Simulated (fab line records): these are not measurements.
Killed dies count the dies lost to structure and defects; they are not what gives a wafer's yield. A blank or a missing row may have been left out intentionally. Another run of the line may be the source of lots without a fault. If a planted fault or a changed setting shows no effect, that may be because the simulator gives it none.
fab line records -- flow nand_harc
record lots=6, wafers=18, last_day=33
route steps=1302 shown A_BONDPAD@1215 END@1302
lots untouched by any fault: they come from a run of this same line in which no faults occurred
start_h: the number of hours between the record's first day and the start of the first shown wafer of the lot -- wait_h: time in hours since the lot's previous step -- " same as the row above -- L1.1+2: a row that stands for several wafers -- - either no value or no given start -- * or withheld: withheld -- < > ~ a bound
route shown NAME@n: a module of which the file shows steps, and the number in the route of the first -- usual: average and standard deviation across the fault-free wafers -- same: alike in all rows -- chamber/n: place in a boat -- sites: each site's reading -- _std_site: how widely they spread, as a standard deviation -- _edge_site: the outer-site mean with the inner-site mean subtracted -- radius_mm: how far each site lies from the wafer's centre -- mask NAME#n: copy n -- behind: tool/chamber where the wafer was last shaped -- hold: why the lot went on hold/how many hours it stayed there/how the hold came to an end -- device: the transistor (n, p or np) that didn't switch -- end of line: the tests these same wafers got at the end of their route -- a step without rows: its recipe alone -- killed: at the first sort, the dies lost to defects and structure; wafer yield is something else -- map: a wafer's dies, marking killed ones x, the rest . and places with no die _
set.NAME: the setting the step ran with; set.NAME@STEP: the setting that earlier step ran with -- model.NAME: the simulator's own value behind a step, which no gauge read
lots at selected steps of the route; one table per step, one row per wafer
services: the hour from which a tool's chamber was out of use, counted from the record's first day as start_h (under 0 if before that day), plus the number of hours and why
## steps
# step NHARC_A_BONDPAD_CD_MEAS_09
# recipe target_cd_nm=500, landing_energy_ev=500
# usual cd_nm=499.9/1.6
lot.wafer,tool,chamber,start_h,wait_h,cd_nm
L756.2,cd_sem-01,0,537.13,-,497.9
L756.5,cd_sem-01,0,537.13,-,499.4
L756.6,cd_sem-01,0,537.13,-,499.5
L765.1,cd_sem-02,0,633.90,-,498.3
L765.3,cd_sem-02,0,633.90,-,501.6
L765.6,cd_sem-02,0,633.90,-,501.9
L767.1,cd_sem-01,0,644.12,-,499.8
L767.5,cd_sem-01,0,644.12,-,500.1
L767.6,cd_sem-01,0,644.12,-,501.3
L772.2,cd_sem-02,0,704.64,-,501.4
L772.3,cd_sem-02,0,704.64,-,499.6
L772.6,cd_sem-02,0,704.64,-,500.7
L769.4,cd_sem-01,0,712.98,-,502.6
L769.5,cd_sem-01,0,712.98,-,499.5
L769.6,cd_sem-01,0,712.98,-,504.2
L779.2,cd_sem-01,0,758.79,-,497.0
L779.3,cd_sem-01,0,758.79,-,498.2
L779.4,cd_sem-01,0,758.79,-,496.7
# step NHARC_A_BONDPAD_OVL_MEAS_35
# usual overlay_x_nm=-1/4.6, overlay_y_nm=0/6.4
lot.wafer,tool,chamber,start_h,wait_h,overlay_x_nm,overlay_y_nm
L756.2,overlay-02,-,537.22,-,-3,1
L756.5,overlay-02,-,537.22,-,-4,1
L756.6,overlay-02,-,537.22,-,-4,1
L765.1,overlay-01,-,633.99,-,9,10
L765.3,overlay-01,-,633.99,-,9,10
L765.6,overlay-01,-,633.99,-,9,11
L767.1,overlay-02,-,644.21,-,1,-4
L767.5,overlay-02,-,644.21,-,2,-3
L767.6,overlay-02,-,644.21,-,2,-4
L772.2,overlay-01,-,704.72,-,-4,2
L772.3,overlay-01,-,704.72,-,-4,2
L772.6,overlay-01,-,704.72,-,-4,2
L769.4,overlay-02,-,713.06,-,4,-2
L769.5,overlay-02,-,713.06,-,4,-3
L769.6,overlay-02,-,713.06,-,4,-2
L779.2,overlay-02,-,758.87,-,-3,-14
L779.3,overlay-02,-,758.87,-,-2,-14
L779.4,overlay-02,-,758.87,-,-3,-14
# step NHARC_A_BONDPAD_HARDBAKE_10
# recipe temp_c=118, time_s=65
# step NHARC_A_BONDPAD_DESCUM_11
# recipe time_s=3, o2_flow_sccm=200, ar_flow_sccm=0, bias_power_w=0, chemistry=O2
# step NHARC_A_BONDPAD_ETCH_34
# recipe target_depth_a=600, overetch_a=180, time_s=65.91, ion_energy_ev=200, n2_flow_sccm=150, h2_flow_sccm=150, ar_flow_sccm=0, rf_w=400, bias_w=150, chemistry=N2/H2
# usual chamber_pressure_mTorr=29.999/0.024, drypump_motor_current_A=5.62/0.26, n2_flow_sccm=150.0/0.47, oes_product_au=0.995/0.0068, rf_fwd_power_W=397.2/1.4, rf_vpp_V=429.7/2.3, showerhead_plenum_p_Torr=2.01/0.081, throttle_valve_pct=14.172/0.0092
lot.wafer,tool,chamber,start_h,wait_h,chamber_pressure_mTorr,drypump_motor_current_A,n2_flow_sccm,oes_product_au,rf_fwd_power_W,rf_hours_counter_h,rf_vpp_V,showerhead_plenum_p_Torr,throttle_valve_pct
L756.2,rie_diel-12,1,537.55,0.2,29.983,6.25,149.5,0.994,398.7,14,429.9,2.05,14.175
L756.5,rie_diel-12,1,537.55,0.2,29.979,6.26,149.8,1.001,398.8,-,430.6,2.05,14.164
L756.6,rie_diel-12,0,537.55,0.2,30.020,5.78,150.2,0.990,397.8,-,430.9,2.07,14.168
L765.1,rie_diel-12,2,634.28,0.2,29.973,5.24,150.4,0.986,397.3,1,429.6,2.01,14.184
L765.3,rie_diel-12,3,634.28,0.2,29.976,5.79,150.3,1.000,398.0,1,427.4,1.89,14.168
L765.6,rie_diel-12,1,634.28,0.2,30.019,6.26,150.3,1.008,398.1,-,431.8,2.04,14.171
L767.1,rie_diel-12,1,644.44,0.1,29.968,6.27,150.1,1.005,399.3,2,430.2,2.04,14.158
L767.5,rie_diel-12,2,644.44,0.1,29.990,5.18,149.9,0.993,397.0,-,429.4,2.01,14.168
L767.6,rie_diel-12,3,644.44,0.1,29.968,5.80,149.7,1.000,397.7,-,426.5,1.89,14.176
L772.2,rie_diel-06,1,704.94,0.1,30.034,5.83,150.2,1.002,397.3,1,425.8,1.90,14.193
L772.3,rie_diel-06,2,704.94,0.1,30.008,5.44,150.3,0.996,396.3,1,432.1,2.12,14.177
L772.6,rie_diel-06,0,704.94,0.1,29.991,5.38,150.8,0.994,397.0,-,426.9,1.96,14.167
L769.4,rie_diel-06,2,713.28,0.1,29.990,5.41,150.1,0.999,397.7,2,432.4,2.12,14.157
L769.5,rie_diel-06,2,713.28,0.1,30.043,5.43,150.1,0.984,397.6,-,433.5,2.12,14.178
L769.6,rie_diel-06,3,713.28,0.1,30.015,5.65,149.8,0.985,397.0,-,430.2,2.04,14.166
L779.2,rie_diel-06,3,759.09,0.1,29.996,5.59,149.5,0.987,397.5,3,429.1,2.04,14.171
L779.3,rie_diel-06,0,759.09,0.1,29.988,5.35,150.4,1.000,398.9,3,429.1,1.96,14.166
L779.4,rie_diel-06,1,759.09,0.1,30.036,5.82,150.4,1.002,398.9,2,428.3,1.90,14.147
# step NHARC_A_BONDPAD_ETCH_12
# recipe target_depth_a=2200, time_s=110, chf3_flow_sccm=50, o2_flow_sccm=10, ar_flow_sccm=200, rf_w=500, bias_w=200, chemistry=CHF3/O2
# usual chamber_pressure_mTorr=25.001/0.022, drypump_motor_current_A=5.61/0.26, o2_flow_sccm=9.998/0.029, oes_product_au=0.942/0.02, rf_fwd_power_W=497.6/1.7, rf_vpp_V=369.9/2.1, showerhead_plenum_p_Torr=2.37/0.088, throttle_valve_pct=20.572/0.01
lot.wafer,tool,chamber,start_h,wait_h,chamber_pressure_mTorr,drypump_motor_current_A,o2_flow_sccm,oes_product_au,rf_fwd_power_W,rf_hours_counter_h,rf_vpp_V,showerhead_plenum_p_Torr,throttle_valve_pct
L756.2,rie_diel-12,3,-,-,24.980,5.81,9.990,0.929,495.1,15,367.9,2.24,20.565
L756.5,rie_diel-12,3,-,-,25.030,5.81,9.995,0.938,496.6,-,367.7,2.24,20.568
L756.6,rie_diel-12,0,-,-,25.013,5.76,10.006,0.927,499.6,-,371.0,2.43,20.566
L765.3,rie_diel-12,3,-,-,25.026,5.80,9.936,0.954,496.9,1,368.0,2.23,20.580
L765.1,rie_diel-12,0,-,-,25.045,5.78,9.996,0.923,495.0,1,371.1,2.43,20.595
L765.6,rie_diel-12,1,-,-,25.002,6.24,9.988,0.936,495.7,-,369.1,2.40,20.574
L767.1,rie_diel-12,1,-,-,24.982,6.22,10.026,0.964,498.9,2,369.6,2.40,20.564
L767.5,rie_diel-12,2,-,-,24.997,5.22,9.980,0.967,498.4,-,371.2,2.37,20.566
L767.6,rie_diel-12,3,-,-,25.024,5.79,9.964,0.963,497.9,-,367.6,2.23,20.564
L772.2,rie_diel-06,3,-,-,25.000,5.65,10.057,0.950,494.2,1,371.3,2.40,20.556
L772.3,rie_diel-06,1,-,-,24.975,5.82,10.007,0.979,499.6,1,367.1,2.25,20.584
L772.6,rie_diel-06,3,-,-,24.991,5.62,10.043,0.947,494.1,-,371.1,2.40,20.562
L769.4,rie_diel-06,0,-,-,24.966,5.38,10.008,0.951,497.9,2,368.2,2.31,20.583
L769.6,rie_diel-06,3,-,-,25.005,5.62,9.961,0.948,497.4,-,369.3,2.40,20.589
L769.5,rie_diel-06,0,-,-,24.985,5.36,10.022,0.940,498.1,-,369.0,2.31,20.573
L779.3,rie_diel-06,1,-,-,25.003,5.82,9.989,0.930,498.6,2,366.4,2.25,20.597
L779.2,rie_diel-06,3,-,-,24.983,5.61,9.959,0.912,498.9,3,370.8,2.40,20.556
L779.4,rie_diel-06,0,-,-,25.001,5.35,10.030,0.929,498.1,3,368.4,2.31,20.576
# step NHARC_A_BONDPAD_CD_MEAS_13
# usual cd_nm=499.3/1.8
lot.wafer,tool,chamber,start_h,wait_h,cd_nm
L756.2,cd_sem-03,-,537.86,-,498.1
L756.5,cd_sem-03,-,537.86,-,498.8
L756.6,cd_sem-03,-,537.86,-,498.9
L765.1,cd_sem-02,-,634.50,-,499.0
L765.3,cd_sem-02,-,634.50,-,501.6
L765.6,cd_sem-02,-,634.50,-,502.1
L767.1,cd_sem-02,-,644.65,-,499.3
L767.5,cd_sem-02,-,644.65,-,500.3
L767.6,cd_sem-02,-,644.65,-,500.9
L772.2,cd_sem-01,-,705.16,-,500.1
L772.3,cd_sem-01,-,705.16,-,498.9
L772.6,cd_sem-01,-,705.16,-,500.5
L769.4,cd_sem-02,-,713.52,-,502.3
L769.5,cd_sem-02,-,713.52,-,498.6
L769.6,cd_sem-02,-,713.52,-,504.2
L779.2,cd_sem-02,-,759.32,-,496.7
L779.3,cd_sem-02,-,759.32,-,497.4
L779.4,cd_sem-02,-,759.32,-,496.3
# step NHARC_A_BONDPAD_STRIP_15
# recipe o2_flow_sccm=500, ar_flow_sccm=0, bias_w=0, chemistry=O2
# step NHARC_A_BONDPAD_ETCH_24
# recipe target_depth_a=300, over_etch_frac=0.3, time_s=72.99, ion_energy_ev=150, cf4_flow_sccm=50, n2_flow_sccm=100, ar_flow_sccm=150, rf_w=300, bias_w=100, chemistry=CF4/N2
# step NHARC_A_BONDPAD_STRIP_16
# recipe time_s=600, temp_c=30, chemistry=post_etch_residue_remover
# step NHARC_A_BONDPAD_DEGAS_25
# recipe temp_c=300, time_s=60
# usual heater_power_w=476/57
lot.wafer,tool,chamber,start_h,wait_h,heater_power_w
L756.2,pvd_sputter-02,-,538.48,-,531
L756.6,pvd_sputter-02,-,538.48,-,475
L756.5,pvd_sputter-02,-,538.48,-,523
L765.1,pvd_sputter-01,-,635.14,-,491
L765.3,pvd_sputter-01,-,635.14,-,486
L765.6,pvd_sputter-01,-,635.14,-,569
L767.1,pvd_sputter-01,-,645.29,-,549
L767.6,pvd_sputter-01,-,645.29,-,569
L767.5,pvd_sputter-01,-,645.29,-,477
L772.3,pvd_sputter-01,-,705.78,-,570
L772.2,pvd_sputter-01,-,705.78,-,483
L772.6,pvd_sputter-01,-,705.78,-,468
L769.4,pvd_sputter-01,-,714.16,-,563
L769.6,pvd_sputter-01,-,714.16,-,480
L769.5,pvd_sputter-01,-,714.16,-,505
L779.4,pvd_sputter-03,-,759.98,-,411
L779.3,pvd_sputter-03,-,759.98,-,421
L779.2,pvd_sputter-03,-,759.98,-,510
# step NHARC_A_BONDPAD_PRE_CLEAN_26
# recipe time_s=30, temp_c=280, gas=H2/He
# usual heater_power_w=416/47
lot.wafer,tool,chamber,start_h,wait_h,heater_power_w
L756.2,pvd_sputter-02,-,-,-,436
L756.5,pvd_sputter-02,-,-,-,467
L756.6,pvd_sputter-02,-,-,-,431
L765.1,pvd_sputter-01,-,-,-,471
L765.3,pvd_sputter-01,-,-,-,490
L765.6,pvd_sputter-01,-,-,-,433
L767.1,pvd_sputter-01,-,-,-,499
L767.6,pvd_sputter-01,-,-,-,436
L767.5,pvd_sputter-01,-,-,-,474
L772.2,pvd_sputter-01,-,-,-,439
L772.3,pvd_sputter-01,-,-,-,490
L772.6,pvd_sputter-01,-,-,-,421
L769.4,pvd_sputter-01,-,-,-,475
L769.6,pvd_sputter-01,-,-,-,497
L769.5,pvd_sputter-01,-,-,-,414
L779.3,pvd_sputter-03,-,-,-,435
L779.2,pvd_sputter-03,-,-,-,360
L779.4,pvd_sputter-03,-,-,-,371
# step NHARC_A_BONDPAD_PVD_17
# recipe target_thk_a=50, bias_v=168.6, power_w=15000, chamber_pressure_pa=0.12, time_s=8.06, substrate_temp_c=50, material=TaN
# usual cathode_dc_power_W=15000/2.8, throttle_valve_pct=30.1/0.74, time_s=8.06/0
lot.wafer,tool,chamber,start_h,wait_h,cathode_dc_power_W,throttle_valve_pct,time_s
L756.2,pvd_sputter-02,-,538.62,-,14997,30.3,8.06
L756.5,pvd_sputter-02,-,538.62,-,14998,30.2,8.06
L756.6,pvd_sputter-02,-,538.62,-,15003,28.4,8.06
L765.1,pvd_sputter-01,-,635.25,-,15001,29.9,8.06
L765.3,pvd_sputter-01,-,635.25,-,15005,30.6,8.06
L765.6,pvd_sputter-01,-,635.25,-,15000,30.7,8.06
L767.1,pvd_sputter-01,-,645.43,-,15003,29.8,8.06
L767.5,pvd_sputter-01,-,645.43,-,15001,30.5,8.06
L767.6,pvd_sputter-01,-,645.43,-,15002,29.9,8.06
L772.2,pvd_sputter-01,-,705.89,-,15001,30.6,10.242
L772.3,pvd_sputter-01,-,705.89,-,15004,29.6,8.06
L772.6,pvd_sputter-01,-,705.89,-,14999,30.6,8.06
L769.4,pvd_sputter-01,-,714.27,-,14995,30.6,8.06
L769.6,pvd_sputter-01,-,714.27,-,15001,31.5,8.06
L769.5,pvd_sputter-01,-,714.27,-,14998,29.6,10.242
L779.2,pvd_sputter-03,-,760.09,-,15006,30.4,8.06
L779.4,pvd_sputter-03,-,760.09,-,14998,29.6,8.06
L779.3,pvd_sputter-03,-,760.09,-,14998,28.7,8.06
# step NHARC_A_BONDPAD_PVD_27
# recipe target_thk_a=300, chamber_pressure_pa=5, power_w=5000, substrate_temp_c=30, time_s=20.49, material=Cu
# usual cathode_dc_power_W=5000.0/0.94, throttle_valve_pct=30.0/0.76, time_s=20.49/0
lot.wafer,tool,chamber,start_h,wait_h,cathode_dc_power_W,throttle_valve_pct,time_s
L756.2,pvd_sputter-02,-,-,-,5002.1,30.2,20.49
L756.5,pvd_sputter-02,-,-,-,4999.1,28.9,20.49
L756.6,pvd_sputter-02,-,-,-,5002.0,30.4,20.49
L765.3,pvd_sputter-01,-,-,-,4997.9,31.6,20.49
L765.1,pvd_sputter-01,-,-,-,5000.3,29.7,20.49
L765.6,pvd_sputter-01,-,-,-,4999.5,30.6,20.49
L767.1,pvd_sputter-01,-,-,-,5000.3,31.8,20.49
L767.6,pvd_sputter-01,-,-,-,5000.6,30.6,20.49
L767.5,pvd_sputter-01,-,-,-,5001.2,29.8,20.49
L772.3,pvd_sputter-01,-,-,-,5000.1,31.8,20.49
L772.2,pvd_sputter-01,-,-,-,4999.9,30.6,20.49
L772.6,pvd_sputter-01,-,-,-,4999.6,29.8,20.49
L769.4,pvd_sputter-01,-,-,-,4999.8,32.0,20.49
L769.6,pvd_sputter-01,-,-,-,4998.8,29.7,20.49
L769.5,pvd_sputter-01,-,-,-,4999.5,30.7,20.49
L779.3,pvd_sputter-03,-,-,-,5001.6,29.6,20.49
L779.4,pvd_sputter-03,-,-,-,4999.3,28.9,20.49
L779.2,pvd_sputter-03,-,-,-,5000.5,29.9,20.49
# step NHARC_END_SORT_01
# recipe temp_c=25
# usual defect_limited_yield=92.0/2.6, killed_at_array=50/17, killed_at_other=0.7/1, killed_at_periphery=3.4/2.4, killed_dies=54/17, killed_open=3.3/1.7, killed_short=2.5/1.6, sort_bin_2_pct=2.8/1.1, sort_bin_3_pct=0.5/0.33, sort_bin_4_pct=4.6/1.5, sort_n_pass=623/17, sort_rim_yield_pct=92/3.8, sort_yield_pct=92.0/2.6
# same gross_dies=677, sort_bin_5_pct[%]=0, sort_bin_6_pct[%]=0, sort_bin_7_pct[%]=0, sort_bin_8_pct[%]=0, sort_rim_n_gross=106.00
lot.wafer,tool,chamber,start_h,wait_h,defect_limited_yield[%],killed_at_array,killed_at_other,killed_at_periphery,killed_dies,killed_open,killed_short,sort_bin_2_pct[%],sort_bin_3_pct[%],sort_bin_4_pct[%],sort_n_pass,sort_rim_yield_pct[%],sort_yield_pct[%]
L756.2,prober-02,0,567.85,2.8,85.8,94,0,2,96,4,4,5.6,0.4,8.1,581,93,85.8
L756.5,prober-02,0,570.20,3.6,89.5,71,0,0,71,3,2,3.2,1.0,6.2,606,95,89.5
L756.6,prober-02,0,570.99,3.9,92.0,53,0,1,54,1,5,2.8,1.0,4.1,623,88,92.0
L765.1,prober-02,0,664.06,2.5,90.7,58,0,5,63,4,0,3.8,0.7,4.7,614,97,90.7
L765.3,prober-02,0,665.67,3.1,93.4,44,0,1,45,3,2,3.4,0.4,2.8,632,90,93.4
L765.6,prober-02,0,668.08,4.0,93.9,40,1,0,41,2,3,2.5,0.1,3.4,636,91,93.9
L772.2,prober-02,0,735.26,2.8,93.1,45,0,2,47,4,2,1.6,0.4,4.9,630,95,93.1
L772.3,prober-02,0,736.05,3.1,93.6,43,0,0,43,3,3,2.1,0,4.3,634,94,93.6
L772.6,prober-02,0,738.43,4.0,92.0,51,0,3,54,4,4,2.5,0.6,4.9,623,94,92.0
L769.4,prober-02,0,745.33,3.4,92.8,45,0,4,49,4,5,3.2,0.3,3.7,628,93,92.8
L769.5,prober-02,0,746.13,3.7,90.7,61,0,2,63,3,3,2.7,1.0,5.6,614,94,90.7
L769.6,prober-02,0,746.92,4.0,94.7,33,0,3,36,5,3,2.4,0.6,2.4,641,90,94.7
L779.2,prober-01,0,791.95,2.8,88.8,74,0,2,76,1,1,4.1,0.6,6.5,601,89,88.8
L779.3,prober-01,0,792.74,3.1,89.8,61,1,7,69,4,3,4.6,0.9,4.7,608,92,89.8
L779.4,prober-01,0,793.54,3.4,91.7,49,3,4,56,3,1,3.4,0.6,4.3,621,92,91.7
# killed by level:class
L756.2 A_SLIT:chamber_film_flake=28 A_CHANNEL_HOLE_D1:chamber_film_flake=26 A_CHANNEL_HOLE_D2:chamber_film_flake=21 A_STAIRCASE:chamber_film_flake=7 A_CONTACT:chamber_film_flake=3 A_WL_FILL:geometric_particle:short=2 A_CHANNEL_FILL_D2:chamber_film_flake=2 P_M0:geometric_particle:open=1
L756.5 A_CHANNEL_HOLE_D1:chamber_film_flake=23 A_CHANNEL_HOLE_D2:chamber_film_flake=20 A_SLIT:chamber_film_flake=14 A_CONTACT:chamber_film_flake=5 A_STAIRCASE:chamber_film_flake=4 A_CHANNEL_FILL_D1:geometric_particle:open=1 A_DECK1_JOINT:geometric_particle:open=1 A_SGD_CUT:geometric_particle:short=1
L756.6 A_SLIT:chamber_film_flake=17 A_CHANNEL_HOLE_D1:chamber_film_flake=11 A_CHANNEL_HOLE_D2:chamber_film_flake=9 A_CONTACT:chamber_film_flake=4 A_STAIRCASE:chamber_film_flake=3 A_BLC:chamber_film_flake=2 A_ONON_D1:geometric_particle:short=1 A_CHANNEL_HOLE_D1:geometric_particle:short=1
L765.1 A_CHANNEL_HOLE_D1:chamber_film_flake=37 A_CHANNEL_HOLE_D2:chamber_film_flake=13 A_CONTACT:chamber_film_flake=3 P_GATE:geometric_particle:open=1 P_CONTACT:geometric_particle:open=1 P_M1:geometric_particle:open=1 A_WL_FILL:geometric_particle:open=1 P_GATE:chamber_film_flake=1
L765.3 A_CHANNEL_HOLE_D1:chamber_film_flake=17 A_CHANNEL_HOLE_D2:chamber_film_flake=13 A_SLIT:chamber_film_flake=3 A_CONTACT:chamber_film_flake=3 A_WL_FILL:geometric_particle:short=2 A_BONDPAD:chamber_film_flake=2 P_STI:geometric_particle:open=1 A_ONON_D2:geometric_particle:open=1
L765.6 A_CHANNEL_HOLE_D2:chamber_film_flake=14 A_CHANNEL_HOLE_D1:chamber_film_flake=11 A_STAIRCASE:chamber_film_flake=3 A_CHANNEL_FILL_D2:chamber_film_flake=2 A_CONTACT:chamber_film_flake=2 A_SOURCE_PLATE:geometric_particle:short=1 A_CHANNEL_FILL_D1:geometric_particle:short=1 A_DECK1_JOINT:geometric_particle:open=1
L772.2 A_CHANNEL_HOLE_D2:chamber_film_flake=21 A_CHANNEL_HOLE_D1:chamber_film_flake=9 A_STAIRCASE:chamber_film_flake=4 A_CHANNEL_FILL_D2:geometric_particle:open=2 A_DECK1_JOINT:chamber_film_flake=2 A_CONTACT:chamber_film_flake=2 A_SOURCE_PLATE:geometric_particle:open=1 A_CHANNEL_FILL_D1:geometric_particle:short=1
L772.3 A_CHANNEL_HOLE_D2:chamber_film_flake=18 A_STAIRCASE:chamber_film_flake=8 A_CHANNEL_HOLE_D1:chamber_film_flake=7 A_SLIT:chamber_film_flake=3 A_ONON_D2:geometric_particle:short=1 A_ONON_D2:geometric_particle:open=1 A_CHANNEL_FILL_D2:geometric_particle:short=1 A_BLC:geometric_particle:open=1
L772.6 A_CHANNEL_HOLE_D2:chamber_film_flake=21 A_CONTACT:chamber_film_flake=9 A_CHANNEL_HOLE_D1:chamber_film_flake=8 A_STAIRCASE:chamber_film_flake=4 A_DECK1_JOINT:chamber_film_flake=2 A_SLIT:chamber_film_flake=2 P_STI:geometric_particle:short=1 P_STI:geometric_particle:open=1
L769.4 A_CHANNEL_HOLE_D1:chamber_film_flake=25 A_CONTACT:chamber_film_flake=6 A_WL_FILL:geometric_particle:short=3 A_CHANNEL_FILL_D1:chamber_film_flake=2 A_STAIRCASE:chamber_film_flake=2 A_SLIT:chamber_film_flake=2 P_STI:geometric_particle:short=1 P_M0:chamber_film_flake=1
L769.5 A_CHANNEL_HOLE_D1:chamber_film_flake=42 A_STAIRCASE:chamber_film_flake=6 A_SLIT:chamber_film_flake=4 A_CONTACT:chamber_film_flake=3 P_CONTACT:geometric_particle:short=1 A_ONON_D1:geometric_particle:short=1 A_ONON_D1:geometric_particle:open=1 A_CHANNEL_FILL_D1:geometric_particle:open=1
L769.6 A_CHANNEL_HOLE_D1:chamber_film_flake=15 A_SLIT:chamber_film_flake=6 A_STAIRCASE:chamber_film_flake=3 A_CHANNEL_HOLE_D1:geometric_particle:short=2 A_CONTACT:chamber_film_flake=2 P_CONTACT:geometric_particle:open=1 A_ONON_D1:geometric_particle:open=1 A_CHANNEL_HOLE_D1:geometric_particle:open=1
L779.2 A_SLIT:chamber_film_flake=36 A_CHANNEL_HOLE_D1:chamber_film_flake=12 A_CHANNEL_HOLE_D2:chamber_film_flake=8 A_CONTACT:chamber_film_flake=7 A_ZERO_WELL:chamber_film_flake=6 A_DECK1_JOINT:chamber_film_flake=3 P_GATE:geometric_particle:short=1 A_CHANNEL_FILL_D2:geometric_particle:open=1
L779.3 A_SLIT:chamber_film_flake=26 A_CHANNEL_HOLE_D1:chamber_film_flake=14 A_CHANNEL_HOLE_D2:chamber_film_flake=7 A_CONTACT:chamber_film_flake=7 A_ZERO_WELL:chamber_film_flake=3 P_ZERO_WELL:chamber_film_flake=2 P_CONTACT:geometric_particle:open=1 P_M0:geometric_particle:open=1
L779.4 A_SLIT:chamber_film_flake=25 A_CHANNEL_HOLE_D1:chamber_film_flake=9 A_CONTACT:chamber_film_flake=6 A_CHANNEL_HOLE_D2:chamber_film_flake=4 THIN_TSV:chamber_film_flake=3 P_STI:chamber_film_flake=2 A_ZERO_WELL:chamber_film_flake=2 P_M0:geometric_particle:short=1
## services
tool,chamber,start_h,hours,kind
pvd_sputter-02,-,515.26,1.6,repair
rie_diel-06,0,517.70,-,clean
rie_diel-06,1,517.70,-,clean
rie_diel-06,2,517.70,-,clean
pvd_sputter-02,-,520.69,15.5,repair
pvd_sputter-03,-,526.02,10.0,pm
rie_diel-12,2,531.48,8.4,repair
rie_diel-06,0,546.42,30.2,repair
rie_diel-06,1,582.34,6.6,repair
pvd_sputter-01,-,586.00,10.0,pm
rie_diel-06,0,594.68,8.7,repair
rie_diel-12,1,594.74,4.0,repair
rie_diel-12,2,608.01,8.6,repair
rie_diel-12,-,622.52,9.0,pm
rie_diel-06,-,631.38,6.3,repair
pvd_sputter-02,-,638.00,10.0,pm
rie_diel-06,-,661.20,9.0,pm
pvd_sputter-01,-,671.57,7.4,repair
rie_diel-06,1,676.15,15.4,repair
rie_diel-06,0,677.05,10.7,repair
pvd_sputter-02,-,682.77,3.9,repair
pvd_sputter-03,-,704.02,10.0,pm
rie_diel-06,3,742.37,4.1,repair
rie_diel-12,2,758.36,5.9,repair
## key
first_sign step=NHARC_A_BONDPAD_PVD_17, reading=time_s, direction=up, sigmas=99+, usual=*, struck=*
effect none on later readings
met_at NHARC_A_BONDPAD_PVD_17
struck_wafers L769.5,L772.2
onset_between 645.43 705.89
fault kind=process_parameter_drift, tool=pvd_sputter-01, chamber=-, onset_h=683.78, steps=NHARC_A_BONDPAD_PVD_17, channel=time_s, offset=*, shape=step, end_h=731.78, scope=struck_wafers_only, acts_in=*, stated=*
